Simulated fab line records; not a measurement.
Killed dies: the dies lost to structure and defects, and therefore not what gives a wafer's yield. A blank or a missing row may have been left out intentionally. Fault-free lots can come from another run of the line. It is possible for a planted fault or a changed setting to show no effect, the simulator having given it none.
fab line records | flow nand-harc
record: lots: 12 wafers: 36 last-day: 31
route steps=1302 shown A_STAIRCASE@790 THIN_TSV@1269 END@1302
lots that met no fault: from a run of the same line without faults
start-h: hours from the record's opening day to when the first of the lot's shown wafers began | wait-h: hours since the lot's step before | " as in the row above | L1.1+2: one row covering several wafers at once | - no value present, or no start provided | * or withheld: withheld | < > ~ a bound
route shown NAME@n: NAME is a module with steps in the file, n the number in the route of the first one | usual: mean and standard deviation over wafers with no fault | same: alike in all rows | chamber/n: place in a boat | sites: the reading at each site | _std_site: standard deviation across them | _edge_site: inner sites' mean taken away from outer sites' mean | radius-mm: how far each site lies from the wafer's centre | mask NAME#n: copy n | behind: the tool/chamber that last shaped the wafer | hold: cause of the lot's hold/its duration in hours/its outcome | device: transistor that didn't switch, given as n, p or np | end of line: at the end of the route, the tests of the same wafers | a step with no rows: only its recipe | killed: not the wafer's yield, but the dies lost to structure and defects at the first sort | map: per-die view of a wafer (x killed, . not killed, _ where there is no die)
set.NAME: setting as actually run; set.NAME@STEP: the setting as run at that earlier step | model.NAME: the simulator's own value behind a step, which no gauge read
route steps across a sampled set of lots; one table per step, one row per wafer
services: a tool's chamber out of use, with start hour (start-h, from the record's first day; less than 0 if before it), hours out, and reason
== steps ==
step: NHARC_A_STAIRCASE_STRIP_274
recipe: o2-flow-sccm: 500 ar-flow-sccm: 0 bias-w: 0 chemistry: O2
usual: drypump-motor-current-A: 5.7/0.4 mfc-ar-sccm: 0.006/0.0076 oes-product-au: 1.004/0.0098 rf-vpp-V: 57.8/0.9 showerhead-plenum-p-Torr: 3.54/0.12 throttle-valve-pct: 17.036/0.0089
columns lot.wafer tool chamber start-h wait-h drypump-motor-current-A mfc-ar-sccm oes-product-au rf-hours-counter-h rf-vpp-V showerhead-plenum-p-Torr throttle-valve-pct
L489.3 rie-diel-01 3 375.10 - 5.7 0 1.002 50 57.5 3.42 17.045
L489.2 " 1 " " 5.9 0 0.993 53 58.7 3.58 17.054
L489.5 " 3 " " 5.7 0 1.006 - 56.5 3.42 17.048
L490.1 rie-diel-11 0 386.82 - 6.7 0 1.011 39 58.1 3.56 17.040
L490.2 " 2 " " 5.4 0 1.011 44 58.0 3.63 17.036
L490.5 " 2 " " 5.4 0 1.017 - 57.0 3.63 17.043
L488.3 rie-diel-08 3 389.08 - 5.8 0 1.009 3 58.1 3.48 17.043
L488.4 " 0 " " 5.4 0.009 0.990 3 58.4 3.58 17.034
L488.5 " 1 " " 5.6 0.018 0.991 - 59.2 3.65 17.043
L491.4 rie-diel-01 3 402.76 - 5.7 0 0.982 3 56.1 3.42 17.048
L491.2 " 0 " " 5.4 0.018 0.994 3 56.6 3.81 17.028
L491.6 " 2 " " 6.2 0 1.009 - 57.5 3.31 17.025
L498.3 rie-diel-08 1 461.53 - 5.6 0.018 0.998 24 56.5 3.64 17.042
L498.1 " 0 " " 5.4 0.009 1.019 20 58.1 3.57 17.036
L498.5 " 2 " " 5.6 0 0.997 - 55.5 3.45 17.039
L496.1 rie-diel-08 3 463.51 - 5.8 0 0.998 26 57.5 3.47 17.029
L496.5 " 0 " " 5.4 0.009 1.002 - 59.8 3.57 17.036
L496.6 " 1 " " 5.6 0.018 0.999 - 59.0 3.64 17.033
L495.2 rie-diel-08 1 465.32 - 5.6 0.018 1.002 26 57.3 3.64 17.044
L495.1 " 3 " " 5.8 0 1.006 27 58.1 3.47 17.037
L495.4 " 0 " " 5.4 0.009 1.006 22 57.6 3.57 17.047
L497.1 rie-diel-01 1 477.09 - 5.9 0 1.020 35 58.2 3.56 17.021
L497.3 " 0 " " 5.4 0.018 1.010 32 58.9 3.79 17.048
L497.4 " 1 " " 5.9 0 1.010 - 58.3 3.56 17.044
L500.1 rie-diel-08 3 485.83 - 5.8 0 1.010 39 58.0 3.47 17.049
L500.6 " 2 " " 5.6 0 0.991 - 57.7 3.45 17.030
L500.5 " 3 " " 5.8 0 0.995 - 57.8 3.47 17.050
L501.4 rie-diel-01 0 508.90 - 5.4 0.018 0.995 41 56.9 3.78 17.043
L501.1 " 3 " " 5.7 0 0.979 36 57.3 3.40 17.030
L501.6 " 0 " " 5.4 0.018 1.005 - 57.9 3.78 17.029
L507.4 rie-diel-08 0 562.67 - 5.4 0.009 1.017 2 58.1 3.55 17.048
L507.2 " 1 " " 5.6 0.018 0.999 2 58.9 3.62 17.021
L507.5 " 2 " " 5.6 0 1.017 - 56.7 3.43 17.047
L508.3 rie-diel-08 0 564.45 - 5.4 0.009 1.023 2 58.2 3.55 17.049
L508.1 " 1 " " 5.6 0.018 1.003 3 57.7 3.62 17.047
L508.4 " 2 " " 5.6 0 1.021 3 57.8 3.43 17.046
step: NHARC_THIN_TSV_STRIP_62
recipe: power-w: 1500 temp-c: 250 time-s: 20 chemistry: N2/H2
usual: drypump-motor-current-A: 5.4/0.54 heater-power-w: 349/36
columns lot.wafer tool chamber start-h wait-h drypump-motor-current-A heater-power-w rf-hours-counter-h
L490.1 plasma-asher-01 0 562.81 - 5.8 333 6
L490.2 " 1 " " 4.7 392 6
L490.5 " 0 " " 5.8 324 -
L489.2 plasma-asher-01 1 563.92 - 4.7 394 6
L489.3 " 1 " " 4.7 401 -
L489.5 " 1 " " 4.7 394 -
L488.3 plasma-asher-02 1 567.53 - 5.5 311 -
L488.4 " 0 " " 6.1 327 -
L488.5 " 1 " " 5.5 316 -
L491.2 plasma-asher-01 1 568.36 - 4.7 396 8
L491.4 " 1 " " 4.7 393 -
L491.6 " 1 " " 4.7 397 -
L498.1 plasma-asher-01 1 632.87 - 4.7 401 20
L498.3 " 0 " " 5.8 335 -
L498.5 " 1 " " 4.7 404 -
L496.1 plasma-asher-01 1 637.74 - 4.7 394 20
L496.5 " 1 " " 4.7 393 -
L496.6 " 0 " " 5.8 326 -
L495.1 plasma-asher-01 0 642.73 - 5.8 326 21
L495.2 " 1 " " 4.8 395 21
L495.4 " 0 " " 5.8 326 -
L497.1 plasma-asher-01 1 643.49 - 4.7 401 21
L497.3 " 0 " " 5.8 328 -
L497.4 " 1 " " 4.7 391 -
L500.1 plasma-asher-02 1 662.20 - 5.5 314 10
L500.5 " 0 " " 6.1 343 -
L500.6 " 1 " " 5.5 315 -
L501.1 plasma-asher-01 0 689.45 - 5.8 325 28
L501.4 " 0 " " 5.8 326 -
L501.6 " 1 " " 4.7 399 -
L508.1 plasma-asher-01 0 727.19 - 5.8 304 5
L508.4 " 0 " " 5.8 303 -
L508.3 " 1 " " 4.7 377 -
L507.2 plasma-asher-02 0 728.40 - 6.1 343 27
L507.4 " 1 " " 5.5 313 -
L507.5 " 1 " " 5.5 314 -
step: NHARC_THIN_TSV_PVD_19
recipe: target-thk-a: 200 chamber-pressure-pa: 5 material: TaN
usual: throttle-valve-pct: 29.2/1.1
columns lot.wafer tool chamber start-h wait-h throttle-valve-pct
L490.1 pvd-sputter-03 - - - 28.7
L490.2 " - " " 27.9
L490.5 " - " " 28.4
L489.3 pvd-sputter-03 - - - 28.0
L489.2 " - " " 28.8
L489.5 " - " " 29.0
L488.3 pvd-sputter-03 - - - 28.7
L488.4 " - " " 28.5
L488.5 " - " " 28.7
L491.2 pvd-sputter-03 - - - 27.9
L491.4 " - " " 28.7
L491.6 " - " " 27.6
L498.3 pvd-sputter-02 - - - 31.2
L498.1 " - " " 29.4
L498.5 " - " " 31.4
L496.1 pvd-sputter-01 - 638.09 - 30.9
L496.6 " - " " 29.9
L496.5 " - " " 31.2
L495.4 pvd-sputter-03 - - - 28.8
L495.1 " - " " 28.0
L495.2 " - " " 28.7
L497.3 pvd-sputter-03 - - - 29.1
L497.1 " - " " 28.5
L497.4 " - " " 28.5
L500.1 pvd-sputter-01 - - - 28.9
L500.5 " - " " 29.8
L500.6 " - " " 31.2
L501.4 pvd-sputter-01 - - - 29.8
L501.1 " - " " 31.1
L501.6 " - " " 29.3
L508.3 pvd-sputter-03 - - - 28.7
L508.1 " - " " 27.9
L508.4 " - " " 29.5
L507.4 pvd-sputter-02 - - - 32.0
L507.2 " - " " 28.0
L507.5 " - " " 32.3
step: NHARC_THIN_TSV_ETCH_59
recipe: target-depth-a: 8800 icp-w: 900 bias-w: 100 Cl2_flow_sccm: 60 bcl3-flow-sccm: 30 time-s: 138.1 chemistry: Cl2/BCl3
usual: drypump-motor-current-A: 5.8/0.38 he-backside-leak-sccm: 3.38/0.25 oes-product-au: 0.997/0.0081 throttle-valve-pct: 22.265/0.0094
columns lot.wafer tool chamber start-h wait-h drypump-motor-current-A he-backside-leak-sccm oes-product-au rf-hours-counter-h throttle-valve-pct
L490.1 rie-metal-02 1 566.53 0.1 5.8 3.51 1.009 2.5 22.252
L490.2 " 1 " " 5.8 3.55 1.009 - 22.273
L490.5 " 1 " " 5.9 3.70 1.007 - 22.263
L489.2 rie-metal-03 1 567.50 0.2 6.5 3.16 1.003 0.5 22.269
L489.3 " 0 " " 5.4 3.35 0.988 - 22.256
L489.5 " 0 " " 5.4 3.43 0.989 - 22.254
L488.3 rie-metal-03 0 571.15 0.2 5.4 3.15 0.997 - 22.266
L488.4 " 1 " " 6.4 3.09 1.000 - 22.249
L488.5 " 0 " " 5.4 3.29 0.990 - 22.278
L491.2 rie-metal-01 0 571.90 0.2 5.5 3.31 0.999 - 22.256
L491.4 " 0 " " 5.5 3.43 1.002 - 22.248
L491.6 " 0 " " 5.5 3.46 0.996 - 22.264
L498.1 rie-metal-01 1 636.66 0.2 5.7 3.60 0.996 1.0 22.263
L498.3 " 1 " " 5.7 3.79 0.988 - 22.265
L498.5 " 1 " " 5.7 3.66 0.992 - 22.260
L496.1 rie-metal-02 1 641.29 0.1 5.8 3.73 0.988 0.0 22.268
L496.5 " 0 " " 6.0 3.24 0.990 - 22.265
L496.6 " 1 " " 5.8 3.58 0.990 - 22.261
L495.1 rie-metal-01 0 646.35 0.1 5.5 3.33 0.993 1.3 22.272
L495.2 " 1 " " 5.7 3.61 0.988 1.3 22.265
L495.4 " 1 " " 5.7 3.60 0.979 - 22.280
L497.1 rie-metal-03 0 647.28 0.1 5.4 3.38 0.994 2.5 22.259
L497.4 " 0 " " 5.4 3.35 0.995 - 22.271
L497.3 " 1 " " 6.4 3.15 1.006 - 22.270
L500.1 rie-metal-02 1 665.76 0.1 5.9 3.69 0.999 0.5 22.286
L500.5 " 1 " " 5.8 3.43 0.998 - 22.253
L500.6 " 0 " " 6.1 3.10 0.989 - 22.272
L501.1 rie-metal-03 1 693.05 0.1 6.4 3.31 1.010 3.1 22.262
L501.4 " 0 " " 5.4 3.26 0.999 - 22.252
L501.6 " 1 " " 6.4 3.14 1.011 - 22.257
L508.1 rie-metal-03 1 730.69 0.1 6.5 3.09 1.009 0.5 22.262
L508.4 " 0 " " 5.4 3.14 0.995 - 22.273
L508.3 " 1 " " 6.5 3.07 1.007 - 22.251
L507.2 rie-metal-03 1 732.03 0.2 6.4 3.12 1.006 0.8 22.263
L507.4 " 0 " " 5.4 3.35 1.003 - 22.263
L507.5 " 0 " " 5.4 3.42 0.998 - 22.262
step: NHARC_END_SORT_01
recipe: temp-c: 25
usual: killed-at-array: 41/10 killed-at-other: 0.8/0.91 killed-at-periphery: 4.2/2.9 killed-dies: 46/10 killed-open: 3.5/2.1 killed-short: 2.5/1.6
same: gross-dies: 677
columns lot.wafer tool chamber start-h wait-h killed-at-array killed-at-other killed-at-periphery killed-dies killed-open killed-short
L491.2 prober-02 0 578.68 2.8 52 1 3 56 4 6
L491.4 prober-02 0 580.25 3.4 52 1 0 53 4 3
L491.6 prober-02 0 581.83 3.9 58 1 2 61 6 3
L496.1 prober-01 0 648.90 2.5 36 1 2 39 4 4
L496.5 prober-01 0 652.09 3.7 35 2 4 41 3 4
L496.6 prober-01 0 652.89 4.0 42 2 1 45 4 2
L497.1 prober-02 0 656.84 2.5 58 0 6 64 2 3
L497.3 prober-02 0 658.43 3.1 53 2 8 63 9 0
L497.4 prober-02 0 659.23 3.4 58 0 6 64 3 4
L500.1 prober-02 0 672.86 2.5 32 3 1 36 0 2
L500.5 prober-02 0 676.03 3.7 38 2 3 43 2 4
L500.6 prober-02 0 676.82 4.0 38 0 2 40 4 0
L508.1 prober-02 0 739.54 2.5 44 0 1 45 2 2
L508.3 prober-02 0 741.14 3.1 38 1 6 45 6 3
L508.4 prober-02 0 741.94 3.4 79 0 6 85 1 4
L507.2 prober-01 0 740.38 2.8 49 0 0 49 4 0
L507.4 prober-01 0 741.98 3.4 42 2 1 45 5 3
L507.5 prober-01 0 742.78 3.7 97 1 3 101 3 3
killed by level:class
L491.2 A_CHANNEL_HOLE_D1:chamber-film-flake=17 A_SLIT:chamber-film-flake=11 A_STAIRCASE:chamber-film-flake=4 A_CONTACT:chamber-film-flake=3 P_M0:geometric-particle:open=2 A_CHANNEL_FILL_D1:geometric-particle:short=2 A_DECK1_JOINT:chamber-film-flake=2 A_CHANNEL_HOLE_D2:chamber-film-flake=2
L491.4 A_CHANNEL_HOLE_D1:chamber-film-flake=17 A_SLIT:chamber-film-flake=12 A_CHANNEL_HOLE_D2:chamber-film-flake=4 A_STAIRCASE:chamber-film-flake=4 A_CONTACT:unspecified=3 A_DECK1_JOINT:geometric-particle:short=2 A_ZERO_WELL:chamber-film-flake=2 A_CHANNEL_FILL_D1:geometric-particle:open=1
L491.6 A_CHANNEL_HOLE_D1:chamber-film-flake=19 A_SLIT:chamber-film-flake=13 A_CHANNEL_HOLE_D2:chamber-film-flake=8 A_STAIRCASE:chamber-film-flake=5 A_CONTACT:unspecified=4 A_CONTACT:chamber-film-flake=2 P_M0:geometric-particle:open=1 P_M0:geometric-particle:short=1
L496.1 A_SLIT:chamber-film-flake=14 A_CHANNEL_HOLE_D1:chamber-film-flake=5 A_CHANNEL_HOLE_D2:chamber-film-flake=3 A_CONTACT:chamber-film-flake=3 P_M0:geometric-particle:short=2 A_M0:geometric-particle:open=2 A_ZERO_WELL:chamber-film-flake=2 A_DECK1_JOINT:chamber-film-flake=2
L496.5 A_SLIT:chamber-film-flake=13 A_CHANNEL_HOLE_D2:chamber-film-flake=9 A_WL_FILL:chamber-film-flake=2 A_CONTACT:chamber-film-flake=2 P_GATE:geometric-particle:open=1 A_SOURCE_PLATE:geometric-particle:short=1 A_ONON_D1:geometric-particle:short=1 A_DECK1_JOINT:geometric-particle:short=1
L496.6 A_SLIT:chamber-film-flake=14 A_CHANNEL_HOLE_D2:chamber-film-flake=5 A_CHANNEL_HOLE_D1:chamber-film-flake=4 A_CONTACT:chamber-film-flake=4 A_BLC:chamber-film-flake=3 A_CONTACT:geometric-particle:open=2 A_CHANNEL_FILL_D1:chamber-film-flake=2 A_STAIRCASE:chamber-film-flake=2
L497.1 A_SLIT:chamber-film-flake=19 A_CHANNEL_HOLE_D1:chamber-film-flake=15 A_CHANNEL_HOLE_D2:chamber-film-flake=8 A_CONTACT:chamber-film-flake=6 P_STI:chamber-film-flake=3 A_DECK1_JOINT:chamber-film-flake=2 A_WL_FILL:chamber-film-flake=2 A_BLC:chamber-film-flake=2
L497.3 A_SLIT:chamber-film-flake=16 A_CHANNEL_HOLE_D1:chamber-film-flake=13 A_CONTACT:chamber-film-flake=7 A_CHANNEL_HOLE_D2:chamber-film-flake=6 P_STI:chamber-film-flake=3 P_M0:geometric-particle:open=2 A_ONON_D2:geometric-particle:open=2 A_CHANNEL_FILL_D1:chamber-film-flake=2
L497.4 A_CHANNEL_HOLE_D1:chamber-film-flake=22 A_SLIT:chamber-film-flake=15 A_CHANNEL_HOLE_D2:chamber-film-flake=11 P_STI:chamber-film-flake=3 P_ZERO_WELL:chamber-film-flake=2 A_CONTACT:chamber-film-flake=2 P_CONTACT:geometric-particle:open=1 A_ONON_D1:geometric-particle:short=1
L500.1 A_CHANNEL_HOLE_D1:chamber-film-flake=19 A_CHANNEL_HOLE_D2:chamber-film-flake=8 THIN_TSV:chamber-film-flake=3 A_CHANNEL_FILL_D1:geometric-particle:short=1 A_ONON_D2:geometric-particle:short=1 P_BONDPAD:chamber-film-flake=1 A_CHANNEL_HOLE_D1:unspecified=1 A_WL_FILL:chamber-film-flake=1
L500.5 A_CHANNEL_HOLE_D1:chamber-film-flake=17 A_CHANNEL_HOLE_D2:chamber-film-flake=11 A_WL_FILL:geometric-particle:short=2 P_ZERO_WELL:chamber-film-flake=2 A_WL_FILL:chamber-film-flake=2 THIN_TSV:chamber-film-flake=2 A_ONON_D1:geometric-particle:open=1 A_CHANNEL_FILL_D1:geometric-particle:short=1
L500.6 A_CHANNEL_HOLE_D1:chamber-film-flake=21 A_CHANNEL_HOLE_D2:chamber-film-flake=9 A_CHANNEL_HOLE_D1:unspecified=2 A_WL_FILL:chamber-film-flake=2 P_GATE:geometric-particle:open=1 A_SGD_CUT:geometric-particle:open=1 A_M0:geometric-particle:open=1 A_M1:geometric-particle:open=1
L508.1 A_CHANNEL_HOLE_D2:chamber-film-flake=19 A_CONTACT:chamber-film-flake=10 A_CHANNEL_HOLE_D1:chamber-film-flake=6 A_SLIT:chamber-film-flake=2 A_SOURCE_PLATE:geometric-particle:open=1 A_DECK1_JOINT:geometric-particle:short=1 A_CHANNEL_FILL_D2:geometric-particle:short=1 A_WL_FILL:geometric-particle:open=1
L507.2 A_CHANNEL_HOLE_D2:chamber-film-flake=15 A_SLIT:chamber-film-flake=12 A_CONTACT:chamber-film-flake=6 A_STAIRCASE:chamber-film-flake=4 A_CHANNEL_HOLE_D1:chamber-film-flake=3 A_CHANNEL_FILL_D2:chamber-film-flake=2 A_M1:chamber-film-flake=2 A_WL_FILL:geometric-particle:open=1
L508.3 A_CHANNEL_HOLE_D2:chamber-film-flake=11 A_STAIRCASE:chamber-film-flake=7 A_SLIT:chamber-film-flake=7 P_GATE:chamber-film-flake=3 A_CHANNEL_HOLE_D1:chamber-film-flake=3 A_CONTACT:chamber-film-flake=3 P_CONTACT:geometric-particle:open=1 P_M1:geometric-particle:open=1
L508.4 A_STAIRCASE:unspecified=49 A_CHANNEL_HOLE_D2:chamber-film-flake=8 A_CHANNEL_HOLE_D1:chamber-film-flake=5 A_CONTACT:chamber-film-flake=5 A_SLIT:chamber-film-flake=4 A_ONON_D1:geometric-particle:short=3 P_GATE:chamber-film-flake=3 A_STAIRCASE:chamber-film-flake=2
L507.4 A_SLIT:chamber-film-flake=13 A_CHANNEL_HOLE_D2:chamber-film-flake=6 A_CHANNEL_HOLE_D1:chamber-film-flake=5 A_STAIRCASE:chamber-film-flake=5 A_ONON_D1:geometric-particle:short=2 A_WL_FILL:chamber-film-flake=2 A_CONTACT:chamber-film-flake=2 THIN_TSV:chamber-film-flake=2
L507.5 A_STAIRCASE:unspecified=47 A_CHANNEL_HOLE_D2:chamber-film-flake=15 A_SLIT:chamber-film-flake=14 A_CHANNEL_HOLE_D1:chamber-film-flake=5 A_M1:chamber-film-flake=5 A_CHANNEL_FILL_D2:chamber-film-flake=3 A_STAIRCASE:chamber-film-flake=3 A_WL_FILL:chamber-film-flake=2
== services ==
columns tool chamber start-h hours kind
rie-diel-08 - 371.91 9.0 pm
rie-diel-01 - 380.84 9.0 pm
rie-diel-08 0 405.01 15.9 repair
rie-diel-01 2 406.95 6.4 repair
rie-diel-01 2 418.99 8.1 repair
rie-diel-08 0 432.64 2.7 repair
rie-metal-03 1 440.54 2.0 repair
rie-diel-01 3 461.79 1.3 repair
rie-diel-08 1 481.25 4.0 repair
rie-diel-08 - 498.61 5.7 repair
plasma-asher-01 - 519.00 9.0 pm
rie-metal-03 - 519.00 9.0 pm
pvd-sputter-03 - 526.00 10.0 pm
rie-metal-03 1 544.06 1.1 repair
rie-diel-08 - 548.91 9.0 pm
pvd-sputter-03 - 561.61 0.8 repair
pvd-sputter-03 - 613.25 3.9 repair
pvd-sputter-03 - 646.89 3.6 repair
pvd-sputter-03 - 676.24 2.2 repair
plasma-asher-01 - 683.56 3.4 repair
rie-metal-03 - 696.00 9.0 pm
plasma-asher-01 - 696.22 9.0 pm
pvd-sputter-03 - 704.06 10.0 pm
rie-diel-08 - 725.94 9.0 pm
== key ==
first-sign: step: NHARC_END_SORT_01 reading: killed-dies direction: up sigmas: 4.7 usual: 46 struck: 93
effect: step: NHARC_END_SORT_01 reading: killed-at-array direction: up sigmas: 4.6 usual: 41 struck: 88
more-kills-born-at: NHARC_A_STAIRCASE_STRIP_274@rie-diel-08: 94
met-at NHARC_A_STAIRCASE_STRIP_274
struck-lots L507,L508
struck-wafers L507.5,L508.4
tester-left-out L507,L508
not-acting-at NHARC_THIN_TSV_STRIP_62,NHARC_THIN_TSV_PVD_19,NHARC_THIN_TSV_ETCH_59
onset-between 485.83 562.67
fault: kind: chamber-particle-source tool: rie-diel-08 chamber: 2 onset-h: 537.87 steps: NHARC_A_STAIRCASE_STRIP_274 rate-per-visit-cm2: 0.53671 end-h: 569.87
tester-left-out: of these lots the tester's yield and bins aren't shown, on N5 and GAA mostly nor the transistor test; their killed dies are dies lost to structure and defects alone, not to doping, threshold or leakage, so they don't give the yield
